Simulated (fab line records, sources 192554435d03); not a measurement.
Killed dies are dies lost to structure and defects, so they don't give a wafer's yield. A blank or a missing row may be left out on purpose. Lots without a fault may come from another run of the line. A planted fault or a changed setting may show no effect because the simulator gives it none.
Which tool did it? | flow n5_finfet | 20 lots, 60 wafers sampled, at 6 steps of a route of 1938

WHAT THE GAUGES READ, wafer by wafer
The record holds no reading of a measuring or inspecting step that can be judged against a usual standard deviation.

WHICH TOOL RAN EACH LOT (tool, then ch and the chambers of the sampled wafers, then the start)
lot  | N5_BEOL_M0_SAQP_ALD_48            | N5_BEOL_M0_STRIP_140               | N5_BEOL_M0_SURFACE_TREAT_137 | N5_BEOL_M0_DEP_125              | N5_BEOL_M1_STRIP_19                | N5_BEOL_M1_STRIP_36
L074 | ald_sin-04 ch 2,3, day 5 16:07    | rie_diel-04 ch 1,2, day 5 17:46    | pvd_sputter-01, day 5 20:14  | pecvd-04 ch 0,1,2, day 5 21:58  | rie_diel-03 ch 1,2,3, day 6 01:15  | rie_diel-03 ch 0,3, day 6 04:42
L075 | ald_sin-03 ch 0,1,3, day 5 21:30  | rie_diel-04 ch 2,3, day 6 00:58    | pvd_sputter-01, day 6 02:22  | pecvd-04 ch 0,1,2, day 6 04:26  | rie_diel-01 ch 0,2, day 6 06:22    | rie_diel-01 ch 0,1, day 6 07:50
L076 | ald_sin-03 ch 1,2, day 6 01:45    | rie_diel-04 ch 0,2, day 6 04:31    | pvd_sputter-01, day 6 07:36  | pecvd-03 ch 0,1,2, day 6 09:14  | rie_diel-01 ch 0,2,3, day 6 10:45  | rie_diel-02 ch 1,3, day 6 12:23
L077 | ald_sin-01 ch 1,2,3, day 6 09:55  | rie_diel-06 ch 2,3, day 6 11:25    | pvd_sputter-02, day 6 12:46  | pecvd-04 ch 0,1, day 6 14:28    | rie_diel-01 ch 1,2,3, day 6 18:31  | rie_diel-01 ch 0,1, day 7 00:27
L078 | ald_sin-04 ch 0,3, day 6 18:41    | rie_diel-05 ch 0,1,2, day 6 20:45  | pvd_sputter-03, day 6 22:32  | pecvd-01 ch 0,1, day 7 00:43    | rie_diel-02 ch 0,2,3, day 7 02:28  | rie_diel-02 ch 0,1,3, day 7 06:26
L079 | ald_sin-04 ch 0,1,3, day 6 23:02  | rie_diel-04 ch 0,1,2, day 7 00:37  | pvd_sputter-02, day 7 02:04  | pecvd-03 ch 0,1,2, day 7 04:47  | rie_diel-02 ch 1,2,3, day 7 07:43  | rie_diel-02 ch 0,1,3, day 7 09:27
L080 | ald_sin-03 ch 0,3, day 7 07:21    | rie_diel-05 ch 0,1, day 7 09:32    | pvd_sputter-03, day 7 10:53  | pecvd-01 ch 0,1,2, day 7 12:29  | rie_diel-01 ch 0,2,3, day 7 14:04  | rie_diel-01 ch 1,3, day 8 01:17
L081 | ald_sin-04 ch 1,3, day 7 13:38    | rie_diel-05 ch 0,1, day 7 17:46    | pvd_sputter-02, day 7 19:29  | pecvd-03 ch 0,2, day 7 22:09    | rie_diel-02 ch 0,1,3, day 8 01:52  | rie_diel-01 ch 0,1, day 8 05:08
L082 | ald_sin-03 ch 0,1,3, day 7 19:23  | rie_diel-04 ch 1,2, day 7 20:59    | pvd_sputter-02, day 7 23:57  | pecvd-03 ch 0,1,2, day 8 01:40  | rie_diel-02 ch 0,1,2, day 8 03:49  | rie_diel-02 ch 0,2,3, day 8 06:25
L085 | ald_sin-03 ch 1,2,3, day 8 18:10  | rie_diel-06 ch 0,3, day 8 22:33    | pvd_sputter-02, day 8 23:52  | pecvd-04 ch 0,1,2, day 9 01:58  | rie_diel-01 ch 0,3, day 9 03:35    | rie_diel-02 ch 0,1, day 9 12:17
L086 | ald_sin-03 ch 1,2,3, day 8 20:23  | rie_diel-05 ch 0,2, day 8 22:28    | pvd_sputter-03, day 8 23:42  | pecvd-04 ch 0,1,2, day 9 01:28  | rie_diel-01 ch 0,1, day 9 03:19    | rie_diel-03 ch 0,2, day 9 06:50
L087 | ald_sin-03 ch 0,3, day 9 00:58    | rie_diel-06 ch 2,3, day 9 03:08    | pvd_sputter-03, day 9 04:30  | pecvd-03 ch 0,2, day 9 06:05    | rie_diel-01 ch 2,3, day 9 08:13    | rie_diel-03 ch 0,1,2, day 9 13:32
L089 | ald_sin-03 ch 0,1,3, day 9 12:23  | rie_diel-06 ch 1,2, day 9 13:54    | pvd_sputter-01, day 9 14:50  | pecvd-01 ch 0,1, day 9 17:09    | rie_diel-01 ch 0,1,2, day 9 21:37  | rie_diel-03 ch 2,3, day 10 00:28
L090 | ald_sin-04 ch 1,2,3, day 9 18:12  | rie_diel-05 ch 1, day 9 21:10      | pvd_sputter-01, day 9 23:31  | pecvd-03 ch 0,1, day 10 01:10   | rie_diel-03 ch 0,3, day 10 04:24   | rie_diel-01 ch 0,1, day 10 06:20
L091 | ald_sin-01 ch 0,1,2, day 9 22:47  | rie_diel-06 ch 1,2, day 10 00:43   | pvd_sputter-03, day 10 02:53 | pecvd-01 ch 0,1, day 10 04:47   | rie_diel-02 ch 0,1, day 10 06:35   | rie_diel-01 ch 0,1, day 10 14:52
L092 | ald_sin-03 ch 0,1,3, day 10 06:09 | rie_diel-05 ch 1,2, day 10 11:56   | pvd_sputter-03, day 10 13:22 | pecvd-03 ch 0,1,2, day 10 15:12 | rie_diel-01 ch 0,1,2, day 10 19:06 | rie_diel-02 ch 0,1,2, day 10 21:05
L093 | ald_sin-03 ch 1,2,3, day 10 09:58 | rie_diel-04 ch 0,2, day 10 13:32   | pvd_sputter-03, day 10 15:40 | pecvd-01 ch 0,2, day 10 17:17   | rie_diel-02 ch 0,1,2, day 10 19:52 | rie_diel-01 ch 0,1,3, day 10 20:56
L094 | ald_sin-04 ch 1,2, day 10 18:17   | rie_diel-04 ch 0,3, day 10 19:49   | pvd_sputter-01, day 10 21:44 | pecvd-03 ch 0,1, day 10 23:21   | rie_diel-01 ch 0,1,3, day 11 02:14 | rie_diel-03 ch 0,1,3, day 11 07:14
L096 | ald_sin-03 ch 0,1,2, day 11 08:43 | rie_diel-04 ch 0,1, day 11 12:07   | pvd_sputter-03, day 11 13:31 | pecvd-04 ch 1,2, day 11 15:10   | rie_diel-03 ch 0,1,3, day 11 17:36 | rie_diel-03 ch 0,1, day 11 22:06
L097 | ald_sin-04 ch 2,3, day 11 16:29   | rie_diel-04 ch 0,2,3, day 11 21:25 | pvd_sputter-01, day 11 22:49 | pecvd-03 ch 0,1,2, day 12 01:26 | rie_diel-02 ch 0,1,2, day 12 03:37 | rie_diel-02 ch 0,1,2, day 12 07:24
- N5_BEOL_M0_SAQP_ALD_48: deposits SiO2, target thk 20 nm, pulse time 1 s, co reactant pulse time 1 s.
- N5_BEOL_M0_STRIP_140: strips in CF4.
- N5_BEOL_M0_SURFACE_TREAT_137
- N5_BEOL_M0_DEP_125: deposits SiCN from 3MS/NH3, target thk 8 nm, time 14 s.
- N5_BEOL_M1_STRIP_19: strips in O2.
- N5_BEOL_M1_STRIP_36: strips in N2/H2.

WHAT THE TOOLS THEMSELVES READ (means of the sampled wafers that have a number; where no wafer has one, the mark that the record gives instead)
N5_BEOL_M0_SAQP_ALD_48.
lot  | tool       | chamber_pressure_Torr (Torr) | heater_power_w (W) | precursor_pulse_height_rel
L074 | ald_sin-04 | 2.005                        | 78                 | 1.017
L075 | ald_sin-03 | 1.994                        | 72                 | 1.024
L076 | ald_sin-03 | 1.997                        | 77                 | 1.000
L077 | ald_sin-01 | 2.003                        | 74                 | 1.003
L078 | ald_sin-04 | 1.996                        | 81                 | 1.001
L079 | ald_sin-04 | 2.004                        | 86                 | 1.003
L080 | ald_sin-03 | 2.002                        | 71                 | 0.995
L081 | ald_sin-04 | 2.003                        | 83                 | 1.006
L082 | ald_sin-03 | 2.000                        | 74                 | 0.978
L085 | ald_sin-03 | 2.003                        | 75                 | 0.999
L086 | ald_sin-03 | 1.999                        | 76                 | 1.013
L087 | ald_sin-03 | 2.000                        | 72                 | 0.996
L089 | ald_sin-03 | 2.006                        | 75                 | 1.003
L090 | ald_sin-04 | 1.997                        | 82                 | 1.010
L091 | ald_sin-01 | 2.004                        | 75                 | 1.018
L092 | ald_sin-03 | 2.003                        | 72                 | 1.011
L093 | ald_sin-03 | 2.003                        | 75                 | 1.015
L094 | ald_sin-04 | 1.999                        | 86                 | 0.981
L096 | ald_sin-03 | 1.999                        | 84                 | 0.980
L097 | ald_sin-04 | 2.002                        | 79                 | 0.985

N5_BEOL_M0_STRIP_140.
lot  | tool        | cf4_flow_sccm (sccm) | chamber_pressure_mTorr (mTorr) | drypump_motor_current_A (A) | oes_product_au (a.u.) | power_w (W) | rf_vpp_V (V) | showerhead_plenum_p_Torr (Torr) | throttle_valve_pct (%)
L074 | rie_diel-04 | 149.9                | 49.96                          | 5.6                         | 0.73                  | 300.1       | 271.2        | 1.81                            | 13.6
L075 | rie_diel-04 | 150.0                | 50.07                          | 5.5                         | 0.86                  | 299.6       | 271.3        | 1.78                            | 13.2
L076 | rie_diel-04 | 150.1                | 49.97                          | 5.7                         | 0.72                  | 300.9       | 271.7        | 1.80                            | 13.6
L077 | rie_diel-06 | 150.0                | 50.01                          | 5.8                         | 0.78                  | 300.8       | 269.3        | 1.72                            | 13.6
L078 | rie_diel-05 | 149.9                | 49.99                          | 5.6                         | 0.76                  | 300.7       | 272.8        | 1.77                            | 13.5
L079 | rie_diel-04 | 150.0                | 49.95                          | 5.5                         | 0.70                  | 300.2       | 271.3        | 1.76                            | 13.5
L080 | rie_diel-05 | 150.3                | 50.02                          | 5.8                         | 0.75                  | 299.2       | 269.4        | 1.72                            | 13.6
L081 | rie_diel-05 | 150.2                | 49.93                          | 5.9                         | 0.80                  | 300.7       | 270.7        | 1.73                            | 13.4
L082 | rie_diel-04 | 150.0                | 50.02                          | 5.6                         | 0.72                  | 300.8       | 271.7        | 1.81                            | 13.6
L085 | rie_diel-06 | 150.1                | 49.99                          | 6.5                         | 0.80                  | 300.3       | 269.0        | 1.75                            | 13.6
L086 | rie_diel-05 | 149.9                | 50.02                          | 5.5                         | 0.68                  | 299.3       | 271.5        | 1.75                            | 13.8
L087 | rie_diel-06 | 150.4                | 49.96                          | 6.1                         | 0.80                  | 300.0       | 270.8        | 1.72                            | 13.5
L089 | rie_diel-06 | 149.5                | 49.98                          | 5.8                         | 0.68                  | 299.4       | 270.3        | 1.75                            | 14.0
L090 | rie_diel-05 | 149.5                | 49.93                          | 6.0                         | 0.82                  | 299.6       | 270.7        | 1.74                            | 13.2
L091 | rie_diel-06 | 149.9                | 49.98                          | 5.8                         | 0.68                  | 300.1       | 269.8        | 1.75                            | 14.0
L092 | rie_diel-05 | 150.7                | 49.98                          | 5.4                         | 0.74                  | 300.2       | 271.6        | 1.82                            | 13.5
L093 | rie_diel-04 | 150.0                | 49.94                          | 5.7                         | 0.79                  | 300.2       | 272.9        | 1.86                            | 13.5
L094 | rie_diel-04 | 149.9                | 50.02                          | 5.5                         | 0.91                  | 299.1       | 272.6        | 1.84                            | 13.1
L096 | rie_diel-04 | 149.9                | 50.07                          | 5.3                         | 0.77                  | 299.8       | 270.0        | 1.78                            | 13.3
L097 | rie_diel-04 | 150.0                | 50.01                          | 5.6                         | 0.81                  | 299.5       | 271.4        | 1.82                            | 13.3

N5_BEOL_M0_DEP_125.
lot  | tool     | chamber_pressure_Torr (Torr) | showerhead_plenum_p_Torr (Torr) | throttle_valve_pct (%)
L074 | pecvd-04 | 3.003                        | 3.665                           | 9.1
L075 | pecvd-04 | 3.002                        | 3.652                           | 9.0
L076 | pecvd-03 | 2.997                        | 3.668                           | 8.9
L077 | pecvd-04 | 2.997                        | 3.662                           | 9.2
L078 | pecvd-01 | 3.003                        | 3.653                           | 9.0
L079 | pecvd-03 | 2.996                        | 3.666                           | 9.1
L080 | pecvd-01 | 3.008                        | 3.644                           | 8.8
L081 | pecvd-03 | 2.997                        | 3.668                           | 9.1
L082 | pecvd-03 | 3.004                        | 3.678                           | 9.1
L085 | pecvd-04 | 3.006                        | 3.664                           | 9.2
L086 | pecvd-04 | 2.996                        | 3.661                           | 9.1
L087 | pecvd-03 | 2.997                        | 3.666                           | 9.0
L089 | pecvd-01 | 2.995                        | 3.648                           | 8.9
L090 | pecvd-03 | 2.994                        | 3.671                           | 9.1
L091 | pecvd-01 | 3.005                        | 3.643                           | 9.0
L092 | pecvd-03 | 3.000                        | 3.670                           | 9.0
L093 | pecvd-01 | 3.006                        | 3.652                           | 8.8
L094 | pecvd-03 | 3.001                        | 3.677                           | 9.1
L096 | pecvd-04 | 3.000                        | 3.664                           | 8.6
L097 | pecvd-03 | 3.007                        | 3.674                           | 9.1

N5_BEOL_M1_STRIP_19.
lot  | tool        | chamber_pressure_mTorr (mTorr) | drypump_motor_current_A (A) | oes_product_au (a.u.) | rf_vpp_V (V) | showerhead_plenum_p_Torr (Torr) | throttle_valve_pct (%)
L074 | rie_diel-03 | 30.018                         | 5.4                         | 0.74                  | 3.5          | 2.09                            | 16.90
L075 | rie_diel-01 | 30.034                         | 5.6                         | 0.79                  | 3.5          | 2.11                            | 16.90
L076 | rie_diel-01 | 29.973                         | 6.0                         | 0.80                  | 3.5          | 2.14                            | 16.82
L077 | rie_diel-01 | 30.033                         | 6.3                         | 0.73                  | 3.8          | 2.09                            | 16.85
L078 | rie_diel-02 | 29.985                         | 5.5                         | 0.84                  | 4.2          | 2.11                            | 16.66
L079 | rie_diel-02 | 30.016                         | 5.8                         | 0.79                  | 3.4          | 2.11                            | 16.62
L080 | rie_diel-01 | 29.980                         | 5.9                         | 0.79                  | 3.9          | 2.13                            | 16.83
L081 | rie_diel-02 | 29.999                         | 5.6                         | 0.82                  | 3.7          | 2.13                            | 16.58
L082 | rie_diel-02 | 30.029                         | 5.7                         | 0.78                  | 3.4          | 2.05                            | 16.65
L085 | rie_diel-01 | 30.008                         | 6.2                         | 0.79                  | 3.6          | 2.17                            | 16.76
L086 | rie_diel-01 | 30.022                         | 6.2                         | 0.75                  | 3.3          | 2.03                            | 16.36
L087 | rie_diel-01 | 30.009                         | 6.0                         | 0.71                  | 3.8          | 2.12                            | 17.17
L089 | rie_diel-01 | 29.997                         | 6.0                         | 0.75                  | 3.7          | 2.06                            | 16.67
L090 | rie_diel-03 | 29.995                         | 5.4                         | 0.72                  | 4.0          | 2.12                            | 17.03
L091 | rie_diel-02 | 30.013                         | 5.6                         | 0.80                  | 3.3          | 2.07                            | 16.65
L092 | rie_diel-01 | 30.015                         | 6.0                         | 0.74                  | 3.5          | 2.05                            | 16.69
L093 | rie_diel-02 | 30.004                         | 5.7                         | 0.76                  | 3.9          | 2.04                            | 16.67
L094 | rie_diel-01 | 29.991                         | 6.2                         | 0.75                  | 3.5          | 2.09                            | 16.59
L096 | rie_diel-03 | 29.990                         | 5.5                         | 0.72                  | 3.5          | 2.07                            | 17.04
L097 | rie_diel-02 | 30.003                         | 5.7                         | 0.75                  | 3.4          | 2.04                            | 16.70

N5_BEOL_M1_STRIP_36.
lot  | tool        | chamber_pressure_mTorr (mTorr) | drypump_motor_current_A (A) | h2_flow_sccm (sccm) | oes_product_au (a.u.) | power_w (W) | rf_vpp_V (V) | showerhead_plenum_p_Torr (Torr) | throttle_valve_pct (%)
L074 | rie_diel-03 | 20.01                          | 5.3                         | 199.8               | 0.74                  | 449.5       | 57.6         | 2.57                            | 23.8
L075 | rie_diel-01 | 20.01                          | 5.9                         | 200.2               | 0.85                  | 449.7       | 59.3         | 2.52                            | 23.1
L076 | rie_diel-02 | 20.00                          | 6.0                         | 199.1               | 0.79                  | 450.8       | 60.1         | 2.57                            | 23.5
L077 | rie_diel-01 | 20.00                          | 6.3                         | 200.3               | 0.77                  | 449.7       | 59.7         | 2.46                            | 23.2
L078 | rie_diel-02 | 20.02                          | 5.7                         | 200.5               | 0.83                  | 450.0       | 59.0         | 2.56                            | 23.5
L079 | rie_diel-02 | 20.02                          | 5.7                         | 200.4               | 0.83                  | 449.8       | 59.0         | 2.56                            | 23.5
L080 | rie_diel-01 | 20.03                          | 6.6                         | 200.6               | 0.70                  | 450.7       | 58.5         | 2.48                            | 23.5
L081 | rie_diel-01 | 19.99                          | 6.3                         | 200.7               | 0.75                  | 450.3       | 58.8         | 2.46                            | 23.2
L082 | rie_diel-02 | 19.98                          | 5.5                         | 199.8               | 0.82                  | 450.6       | 56.9         | 2.51                            | 23.5
L085 | rie_diel-02 | 20.00                          | 5.9                         | 199.9               | 0.76                  | 450.7       | 58.0         | 2.51                            | 23.7
L086 | rie_diel-03 | 20.01                          | 5.4                         | 199.7               | 0.71                  | 449.5       | 59.4         | 2.60                            | 23.8
L087 | rie_diel-03 | 20.01                          | 5.5                         | 200.1               | 0.71                  | 448.9       | 58.4         | 2.54                            | 23.9
L089 | rie_diel-03 | 20.03                          | 5.1                         | 200.4               | 0.72                  | 450.1       | 58.1         | 2.54                            | 23.8
L090 | rie_diel-01 | 20.03                          | 5.9                         | 200.0               | 0.81                  | 448.7       | 59.0         | 2.51                            | 23.1
L091 | rie_diel-01 | 19.99                          | 6.2                         | 200.5               | 0.74                  | 448.9       | 58.8         | 2.45                            | 23.2
L092 | rie_diel-02 | 20.00                          | 5.7                         | 200.0               | 0.76                  | 449.4       | 60.0         | 2.46                            | 23.7
L093 | rie_diel-01 | 20.01                          | 6.3                         | 199.8               | 0.76                  | 450.0       | 60.4         | 2.53                            | 23.5
L094 | rie_diel-03 | 20.03                          | 5.5                         | 200.1               | 0.72                  | 450.3       | 59.0         | 2.52                            | 24.0
L096 | rie_diel-03 | 20.00                          | 5.7                         | 199.9               | 0.72                  | 449.3       | 57.9         | 2.49                            | 24.1
L097 | rie_diel-02 | 19.97                          | 5.7                         | 200.7               | 0.75                  | 451.0       | 57.6         | 2.46                            | 23.7

THE ANSWER, worked out from the rows above alone
Rule: what is usual is taken from the lots themselves. Put in order of their means at a reading, lots are off if they are a third of the lots or fewer, leave a main group of 4 or more, and stand apart from it by a gap of 3 or more times the standard deviation of the main group's means; of several such gaps the widest counts. A main group whose means are all the same, to the digits that the tables above print for the reading, isn't used. A lot without any number at a reading at which 4 lots or more have one is off too. The other lots that the step has rows for count as sound. The gauges are gone through in route order, then the tools' own readings, and for those a lot's mean is taken as printed above. The first step at which some lot is off is used, and at that step the reading that is off furthest; a lot without a number counts as furthest.
No lot is off at any reading shown: from this, nothing can be told.

WHAT THE SIMULATOR HAD PUT IN
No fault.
